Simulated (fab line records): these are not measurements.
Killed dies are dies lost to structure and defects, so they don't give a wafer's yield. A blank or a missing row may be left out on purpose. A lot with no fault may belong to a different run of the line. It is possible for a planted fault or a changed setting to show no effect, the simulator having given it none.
Which tool is to blame? ; flow n5-finfet ; Sampling: 10 lots, 30 wafers, 2 of 1938 route steps

## WHAT THE GAUGES READ, wafer by wafer
N5_BEOL_M7_CD_MEAS_18: pitch 80 nm, target cd 40 nm. Usual: 40.0 nm for cd-nm, sd 0.48.
lot;measured;on;cd-nm (nm);flag
L382;day 8 23:59;cd-sem-02;40.1 40.3 40.0;
L383;day 9 08:34;cd-sem-02;40.0 39.8 40.0;
L385;day 9 20:21;cd-sem-01;39.1 39.6 39.6;
L386;day 10 08:35;cd-sem-01;40.6 40.1 40.5;
L394;day 12 03:50;cd-sem-02;40.9 40.4 40.9;
L396;day 12 16:15;cd-sem-01;39.9 40.7 39.9;
L395;day 12 16:18;cd-sem-03;39.2 39.6 40.0;
L400;day 14 08:20;cd-sem-01;39.2 39.6 40.1;
L402;day 14 10:28;cd-sem-01;39.3 39.8 39.7;
L403;day 14 10:38;cd-sem-02;39.7 39.7 39.1;

## EACH LOT AND THE TOOL THAT RAN IT (in order: tool; ch and the chambers of the sampled wafers; start)
lot;N5_BEOL_M7_DESCUM_16
L382;rie-diel-01 ch 0,1,2, day 8 23:26
L383;rie-diel-03 ch 1,2, day 9 08:07
L385;rie-diel-03 ch 0,2, day 9 19:53
L386;rie-diel-03 ch 0,1, day 10 08:01
L394;rie-diel-03 ch 1,3, day 12 03:23
L396;rie-diel-01 ch 1,2, day 12 15:19
L395;rie-diel-01 ch 1,2,3, day 12 15:34
L400;rie-diel-03 ch 0,1,3, day 14 07:52
L402;rie-diel-01 ch 0,2,3, day 14 09:55
L403;rie-diel-03 ch 0,1, day 14 10:10
- N5_BEOL_M7_DESCUM_16: chemistry O2, time 7.9 s.

## AS READ BY THE TOOLS THEMSELVES (means over the sampled wafers that have a number; for cases with no such wafer, the mark the record gives instead)
N5_BEOL_M7_DESCUM_16. Usual: drypump-motor-current-A 5.8 A, standard deviation 0.38; o2-flow-sccm 225.0 sccm, standard deviation 0.61; oes-product-au 0.80 a.u., standard deviation 0.07; rf-fwd-power-W 49.42 W, standard deviation 0.22; rf-vpp-V 243.2 V, standard deviation 1.1; showerhead-plenum-p-Torr 2.10 Torr, standard deviation 0.052; throttle-valve-pct 20.35 %, standard deviation 0.22.
lot;tool;drypump-motor-current-A (A);o2-flow-sccm (sccm);oes-product-au (a.u.);rf-fwd-power-W (W);rf-vpp-V (V);showerhead-plenum-p-Torr (Torr);throttle-valve-pct (%);flag
L382;rie-diel-01;5.7;225.7;0.81;49.35;243.2;2.09;20.33;
L383;rie-diel-03;5.7;224.8;0.73;49.48;243.8;2.12;20.37;
L385;rie-diel-03;5.7;224.6;0.75;49.45;242.7;2.06;20.29;
L386;rie-diel-03;6.2;225.1;0.77;49.34;241.9;2.07;20.23;
L394;rie-diel-03;6.2;224.3;0.77;49.31;244.2;2.16;20.40;
L396;rie-diel-01;5.7;225.1;0.81;49.40;242.9;2.09;20.35;
L395;rie-diel-01;5.5;225.0;0.85;49.60;243.9;2.09;20.24;
L400;rie-diel-03;6.2;225.6;0.76;49.54;243.4;2.10;20.35;
L402;rie-diel-01;5.5;224.0;0.80;49.49;243.0;2.08;20.27;
L403;rie-diel-03;6.2;225.3;0.71;49.34;243.3;2.11;20.38;

## THE ANSWER, worked out from the rows above alone
Rule: lot off if the mean of its wafers having a number is beyond 3 standard deviations from the usual mean. A lot without any number at a reading at which 4 lots or more have one is off too. The other lots that the step has rows for count as sound. Order of review: gauges by route order, followed by the tools' own readings, for which a lot's mean as printed above is used. At the first step where some lot is off, the reading lying furthest off is the one used; lots without a number count as furthest.
Across all readings shown, no lot is off: no conclusion can be drawn from this.

## WHAT THE SIMULATOR HAD PUT IN
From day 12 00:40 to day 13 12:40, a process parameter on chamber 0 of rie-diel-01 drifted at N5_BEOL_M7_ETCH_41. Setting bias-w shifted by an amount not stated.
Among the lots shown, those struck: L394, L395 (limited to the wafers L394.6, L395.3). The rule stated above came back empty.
